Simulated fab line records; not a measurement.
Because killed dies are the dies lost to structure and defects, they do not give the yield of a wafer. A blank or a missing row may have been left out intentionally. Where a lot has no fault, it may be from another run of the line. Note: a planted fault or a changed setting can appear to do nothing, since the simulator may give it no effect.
The tool behind it: which one? / flow nand harc / 12 lots, 36 wafers sampled, at 4 steps of a route of 1159

## WHAT EACH GAUGE READ, for each wafer
Not one reading of a measure or inspect step in the record can be checked against a usual standard deviation.

## WHAT TOOL EACH LOT RAN ON (gives the tool, then ch and the chambers of the sampled wafers, and finally the start)
lot=L385; NHARC_A_M1_DEGAS_29=pvd sputter-02, day 18 06:58; NHARC_A_M1_ANNEAL_31=rtp anneal-02 ch 0, day 18 07:52; NHARC_A_M1_DEP_33=pecvd-04 ch 1,2, day 18 08:46; NHARC_THIN_TSV_ETCH_36=rie metal-03 ch 0,1, day 19 13:46
lot=L386; NHARC_A_M1_DEGAS_29=pvd sputter-01, day 18 09:15; NHARC_A_M1_ANNEAL_31=rtp anneal-02 ch 0, day 18 10:01; NHARC_A_M1_DEP_33=pecvd-04 ch 0,1,2, day 18 11:07; NHARC_THIN_TSV_ETCH_36=rie metal-01 ch 0,1, day 19 11:22
lot=L389; NHARC_A_M1_DEGAS_29=pvd sputter-03, day 18 21:22; NHARC_A_M1_ANNEAL_31=rtp anneal-02 ch 0, day 18 22:05; NHARC_A_M1_DEP_33=pecvd-02 ch 1,2, day 18 23:05; NHARC_THIN_TSV_ETCH_36=rie metal-01 ch 0,1, day 20 00:17
lot=L390; NHARC_A_M1_DEGAS_29=pvd sputter-02, day 19 04:50; NHARC_A_M1_ANNEAL_31=rtp anneal-01 ch 0, day 19 05:43; NHARC_A_M1_DEP_33=pecvd-04 ch 0,1,2, day 19 06:56; NHARC_THIN_TSV_ETCH_36=rie metal-03 ch 0,1, day 20 09:12
lot=L392; NHARC_A_M1_DEGAS_29=pvd sputter-01, day 20 11:29; NHARC_A_M1_ANNEAL_31=rtp anneal-02 ch 0, day 20 12:20; NHARC_A_M1_DEP_33=pecvd-02 ch 0,1,2, day 20 13:16; NHARC_THIN_TSV_ETCH_36=rie metal-03 ch 0,1, day 21 13:53
lot=L395; NHARC_A_M1_DEGAS_29=pvd sputter-01, day 20 15:37; NHARC_A_M1_ANNEAL_31=rtp anneal-02 ch 0, day 20 16:23; NHARC_A_M1_DEP_33=pecvd-02 ch 0,1,2, day 20 17:20; NHARC_THIN_TSV_ETCH_36=rie metal-03 ch 0,1, day 21 15:20
lot=L394; NHARC_A_M1_DEGAS_29=pvd sputter-03, day 20 21:58; NHARC_A_M1_ANNEAL_31=rtp anneal-02 ch 0, day 20 22:42; NHARC_A_M1_DEP_33=pecvd-01 ch 0,1, day 20 23:40; NHARC_THIN_TSV_ETCH_36=rie metal-01 ch 0,1, day 21 23:59
lot=L396; NHARC_A_M1_DEGAS_29=pvd sputter-01, day 20 22:56; NHARC_A_M1_ANNEAL_31=rtp anneal-02 ch 0, day 20 23:44; NHARC_A_M1_DEP_33=pecvd-02 ch 0,2, day 21 00:43; NHARC_THIN_TSV_ETCH_36=rie metal-03 ch 0,1, day 22 00:51
lot=L401; NHARC_A_M1_DEGAS_29=pvd sputter-03, day 22 03:45; NHARC_A_M1_ANNEAL_31=rtp anneal-02 ch 0, day 22 04:44; NHARC_A_M1_DEP_33=pecvd-02 ch 0,1,2, day 22 05:48; NHARC_THIN_TSV_ETCH_36=rie metal-01 ch 0,1, day 23 09:44
lot=L405; NHARC_A_M1_DEGAS_29=pvd sputter-03, day 23 01:32; NHARC_A_M1_ANNEAL_31=rtp anneal-01 ch 0, day 23 02:17; NHARC_A_M1_DEP_33=pecvd-01 ch 0,1,2, day 23 03:28; NHARC_THIN_TSV_ETCH_36=rie metal-03 ch 0,1, day 24 16:19
lot=L406; NHARC_A_M1_DEGAS_29=pvd sputter-03, day 23 05:50; NHARC_A_M1_ANNEAL_31=rtp anneal-02 ch 0, day 23 06:44; NHARC_A_M1_DEP_33=pecvd-04 ch 0,1,2, day 23 07:41; NHARC_THIN_TSV_ETCH_36=rie metal-01 ch 0,1, day 24 17:02
lot=L404; NHARC_A_M1_DEGAS_29=pvd sputter-01, day 23 08:40; NHARC_A_M1_ANNEAL_31=rtp anneal-01 ch 0, day 23 09:27; NHARC_A_M1_DEP_33=pecvd-04 ch 0,1,2, day 23 10:22; NHARC_THIN_TSV_ETCH_36=rie metal-03 ch 0,1, day 24 18:08
- NHARC_A_M1_DEGAS_29: time 60 s.
- NHARC_A_M1_ANNEAL_31: time 90 s.
- NHARC_A_M1_DEP_33: deposits SiCN, target thk 30 nm.
- NHARC_THIN_TSV_ETCH_36: etches the open film in Cl2/BCl3, target depth 65 nm, time 18.571 s.

## AS READ BY THE TOOLS THEMSELVES (means over the sampled wafers that have a number; for cases with no such wafer, the mark the record gives instead)
NHARC_A_M1_DEGAS_29. Usual: 323 W for heater power w, sd 31.
lot=L385; tool=pvd sputter-02; heater power w (W)=363; flag=
lot=L386; tool=pvd sputter-01; heater power w (W)=302; flag=
lot=L389; tool=pvd sputter-03; heater power w (W)=310; flag=
lot=L390; tool=pvd sputter-02; heater power w (W)=335; flag=
lot=L392; tool=pvd sputter-01; heater power w (W)=354; flag=
lot=L395; tool=pvd sputter-01; heater power w (W)=324; flag=
lot=L394; tool=pvd sputter-03; heater power w (W)=300; flag=
lot=L396; tool=pvd sputter-01; heater power w (W)=324; flag=
lot=L401; tool=pvd sputter-03; heater power w (W)=318; flag=
lot=L405; tool=pvd sputter-03; heater power w (W)=303; flag=
lot=L406; tool=pvd sputter-03; heater power w (W)=333; flag=
lot=L404; tool=pvd sputter-01; heater power w (W)=321; flag=

NHARC_A_M1_ANNEAL_31. Usual: 226.4 for wafer_temp_C_max, sd 0.33.
lot=L385; tool=rtp anneal-02; wafer_temp_C_max=226.1; flag=
lot=L386; tool=rtp anneal-02; wafer_temp_C_max=226.6; flag=
lot=L389; tool=rtp anneal-02; wafer_temp_C_max=226.1; flag=
lot=L390; tool=rtp anneal-01; wafer_temp_C_max=226.7; flag=
lot=L392; tool=rtp anneal-02; wafer_temp_C_max=226.2; flag=
lot=L395; tool=rtp anneal-02; wafer_temp_C_max=226.6; flag=
lot=L394; tool=rtp anneal-02; wafer_temp_C_max=226.5; flag=
lot=L396; tool=rtp anneal-02; wafer_temp_C_max=226.0; flag=
lot=L401; tool=rtp anneal-02; wafer_temp_C_max=226.3; flag=
lot=L405; tool=rtp anneal-01; wafer_temp_C_max=226.7; flag=
lot=L406; tool=rtp anneal-02; wafer_temp_C_max=226.2; flag=
lot=L404; tool=rtp anneal-01; wafer_temp_C_max=226.4; flag=

NHARC_A_M1_DEP_33. Usual: heater power w 606 W, standard deviation 88; rf fwd power W 449.4 W, standard deviation 1.2.
lot=L385; tool=pecvd-04; heater power w (W)=661; rf fwd power W (W)=448.9; flag=
lot=L386; tool=pecvd-04; heater power w (W)=636; rf fwd power W (W)=449.3; flag=
lot=L389; tool=pecvd-02; heater power w (W)=630; rf fwd power W (W)=449.4; flag=
lot=L390; tool=pecvd-04; heater power w (W)=599; rf fwd power W (W)=449.2; flag=
lot=L392; tool=pecvd-02; heater power w (W)=618; rf fwd power W (W)=449.6; flag=
lot=L395; tool=pecvd-02; heater power w (W)=617; rf fwd power W (W)=448.9; flag=
lot=L394; tool=pecvd-01; heater power w (W)=623; rf fwd power W (W)=448.0; flag=
lot=L396; tool=pecvd-02; heater power w (W)=557; rf fwd power W (W)=449.7; flag=
lot=L401; tool=pecvd-02; heater power w (W)=585; rf fwd power W (W)=449.4; flag=
lot=L405; tool=pecvd-01; heater power w (W)=642; rf fwd power W (W)=450.0; flag=
lot=L406; tool=pecvd-04; heater power w (W)=574; rf fwd power W (W)=448.9; flag=
lot=L404; tool=pecvd-04; heater power w (W)=598; rf fwd power W (W)=450.2; flag=

NHARC_THIN_TSV_ETCH_36. Usual: chamber pressure mTorr 10.001 mTorr, standard deviation 0.0091; drypump motor current A 5.8 A, standard deviation 0.42; oes product au 1.007 a.u., standard deviation 0.0089; run length s 40.2 s, standard deviation 0.36.
lot=L385; tool=rie metal-03; chamber pressure mTorr (mTorr)=10.002; drypump motor current A (A)=5.4; oes product au (a.u.)=0.993; run length s (s)=40.2; flag=
lot=L386; tool=rie metal-01; chamber pressure mTorr (mTorr)=10.003; drypump motor current A (A)=5.8; oes product au (a.u.)=1.012; run length s (s)=40.4; flag=
lot=L389; tool=rie metal-01; chamber pressure mTorr (mTorr)=9.999; drypump motor current A (A)=5.9; oes product au (a.u.)=1.016; run length s (s)=40.5; flag=
lot=L390; tool=rie metal-03; chamber pressure mTorr (mTorr)=10.005; drypump motor current A (A)=5.4; oes product au (a.u.)=1.000; run length s (s)=40.4; flag=
lot=L392; tool=rie metal-03; chamber pressure mTorr (mTorr)=10.005; drypump motor current A (A)=5.8; oes product au (a.u.)=1.009; run length s (s)=40.3; flag=
lot=L395; tool=rie metal-03; chamber pressure mTorr (mTorr)=10.005; drypump motor current A (A)=5.3; oes product au (a.u.)=1.004; run length s (s)=39.9; flag=
lot=L394; tool=rie metal-01; chamber pressure mTorr (mTorr)=9.999; drypump motor current A (A)=5.9; oes product au (a.u.)=1.016; run length s (s)=40.5; flag=
lot=L396; tool=rie metal-03; chamber pressure mTorr (mTorr)=10.000; drypump motor current A (A)=5.4; oes product au (a.u.)=1.008; run length s (s)=39.9; flag=
lot=L401; tool=rie metal-01; chamber pressure mTorr (mTorr)=10.009; drypump motor current A (A)=5.9; oes product au (a.u.)=1.003; run length s (s)=40.5; flag=
lot=L405; tool=rie metal-03; chamber pressure mTorr (mTorr)=10.006; drypump motor current A (A)=5.8; oes product au (a.u.)=1.007; run length s (s)=35.1; flag=OFF
lot=L406; tool=rie metal-01; chamber pressure mTorr (mTorr)=10.004; drypump motor current A (A)=5.8; oes product au (a.u.)=0.999; run length s (s)=40.4; flag=
lot=L404; tool=rie metal-03; chamber pressure mTorr (mTorr)=10.009; drypump motor current A (A)=5.8; oes product au (a.u.)=1.006; run length s (s)=34.9; flag=OFF

## THE ANSWER, worked out from the rows above alone
Rule: a lot is off if the mean of its wafers that have a number lies more than 3 standard deviations from the usual mean. A lot without any number at a reading at which 4 lots or more have one is off too. The other lots that the step has rows for count as sound. The gauges are gone through in route order, then the tools' own readings, and for those a lot's mean is taken as printed above. The first step at which some lot is off is used, and at that step the reading that is off furthest; a lot without a number counts as furthest.
Off at NHARC_THIN_TSV_ETCH_36 (run length s): L405, L404.
If a tool, at that step or one of the process steps before it, ran each lot that is off and ran no sound lot following the first of them, it fits. 2 tools fit, rtp anneal-01 at NHARC_A_M1_ANNEAL_31 and rie metal-03 at NHARC_THIN_TSV_ETCH_36, so this cannot tell which one it is.

## WHAT WAS PUT IN BY THE SIMULATOR
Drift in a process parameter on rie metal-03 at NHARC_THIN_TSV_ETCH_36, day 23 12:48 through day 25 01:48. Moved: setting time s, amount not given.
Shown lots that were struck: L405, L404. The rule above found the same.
